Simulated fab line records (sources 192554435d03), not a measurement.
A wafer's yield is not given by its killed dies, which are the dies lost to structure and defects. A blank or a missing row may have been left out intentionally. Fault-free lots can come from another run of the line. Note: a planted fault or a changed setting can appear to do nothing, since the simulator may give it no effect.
Chamber matching -- flow n5_finfet -- N5_GATE_CUT_HM_DEP_46 on pecvd-03 has 3 sister chambers
The step deposits SiO2 from TEOS/O2, target thk 130 nm, time 26.6 s. 3 wafers are shown with their chamber, then 12 later ones without.

WAFERS, EACH WITH ITS CHAMBER
wafer,chamber,throttle_valve_pct (%)
L089.1,2,17.6
L089.3,0,18.2
L089.5,1,19.3

WAFERS WHOSE CHAMBER IS MISSING
wafer,throttle_valve_pct (%)
L091.1,17.7
L091.4,18.3
L091.5,17.8
L093.2,17.9
L093.3,19.1
L093.6,19.6
L094.1,19.3
L094.2,18.3
L094.4,18.4
L095.4,19.2
L095.5,17.4
L095.6,18.5

EACH ONE'S CHAMBER
wafer,from the rows above,in truth
L091.1,2,2
L091.4,0,0
L091.5,can't be placed: 2 or 0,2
L093.2,can't be placed: 2 or 0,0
L093.3,1,1
L093.6,1,1
L094.1,1,1
L094.2,0,0
L094.4,0,0
L095.4,1,1
L095.5,2,2
L095.6,0,0
10 of 12 placed correctly. These rows do not allow placing 2 (true chamber among the candidates in 2). 0 placed wrongly.
How it was worked out, from the rows above alone: a wafer's distance from a chamber is the root of the sum, over the readings, of the square of ((its reading less the chamber's mean) divided by the reading's scatter). The wafer belongs to the nearest chamber; if the next one is less than 2 further off, it can't be placed. For every chamber, the mean is computed from those of its wafers that are shown. The scatter: with one shown wafer a chamber, the root of the mean of the squares of how far each hidden wafer lies from its nearest shown one.
